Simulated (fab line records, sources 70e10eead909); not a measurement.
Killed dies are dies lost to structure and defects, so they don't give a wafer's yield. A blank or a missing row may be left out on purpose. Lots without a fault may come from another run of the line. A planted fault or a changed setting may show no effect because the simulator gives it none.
Which tool did it? | flow nand_harc | 6 lots, 18 wafers sampled, at 4 steps of a route of 1302

WHAT THE GAUGES READ, wafer by wafer
NHARC_THIN_TSV_CD_MEAS_12: target cd 1000 nm.
lot  | measured     | on        | cd_nm (nm)
L961 | day 24 12:32 | cd_sem-03 | 1000.4 998.7 998.3
L962 | day 24 19:10 | cd_sem-03 | 1006.0 1001.8 1001.2
L964 | day 25 23:32 | cd_sem-03 | 1001.6 997.0 999.5
L972 | day 28 20:02 | cd_sem-02 | 1005.1 1002.9 1003.4
L978 | day 31 04:36 | cd_sem-03 | 1003.5 1003.8 1003.2
L981 | day 32 13:44 | cd_sem-01 | 995.6 1002.2 995.9

WHICH TOOL RAN EACH LOT (tool, then ch and the chambers of the sampled wafers, then the start)
lot  | NHARC_A_DECK1_JOINT_ETCH_09         | NHARC_A_BONDPAD_ETCH_34            | NHARC_A_BONDPAD_DEGAS_25
L961 | wet_bench-06 ch 0,4,7, day 11 13:06 | rie_diel-02 ch 0,2, day 23 21:22   | pvd_sputter-01, day 23 22:13
L962 | wet_bench-06 ch 2,5,6, day 12 04:13 | rie_diel-02 ch 0,3, day 24 03:04   | pvd_sputter-03, day 24 03:55
L964 | wet_bench-06 ch 3,5,6, day 13 00:44 | rie_diel-04 ch 0,2,3, day 25 08:49 | pvd_sputter-03, day 25 09:41
L972 | wet_bench-06 ch 0,1,7, day 16 00:14 | rie_diel-02 ch 0,1,2, day 28 05:29 | pvd_sputter-01, day 28 06:20
L978 | wet_bench-03 ch 1,3,4, day 18 17:37 | rie_diel-02 ch 0,1,3, day 30 13:55 | pvd_sputter-02, day 30 14:46
L981 | wet_bench-03 ch 0,2,6, day 20 02:42 | rie_diel-02 ch 0,2,3, day 31 21:34 | pvd_sputter-02, day 31 22:52
- NHARC_A_DECK1_JOINT_ETCH_09: etches SiO2 in dHF, target depth 5 nm.
- NHARC_A_BONDPAD_ETCH_34: etches the open film in N2/H2, target depth 60 nm, overetch 18 nm, time 65.91 s.
- NHARC_A_BONDPAD_DEGAS_25: time 60 s.

THE ANSWER, worked out from the rows above alone
Rule: what is usual is taken from the lots themselves. Put in order of their means at a reading, lots are off if they are a third of the lots or fewer, leave a main group of 4 or more, and stand apart from it by a gap of 3 or more times the standard deviation of the main group's means; of several such gaps the widest counts. A main group whose means are all the same, to the digits that the tables above print for the reading, isn't used. A lot without any number at a reading at which 4 lots or more have one is off too. The other lots that the step has rows for count as sound.
No lot is off at any reading shown: from this, nothing can be told.

WHAT THE SIMULATOR HAD PUT IN
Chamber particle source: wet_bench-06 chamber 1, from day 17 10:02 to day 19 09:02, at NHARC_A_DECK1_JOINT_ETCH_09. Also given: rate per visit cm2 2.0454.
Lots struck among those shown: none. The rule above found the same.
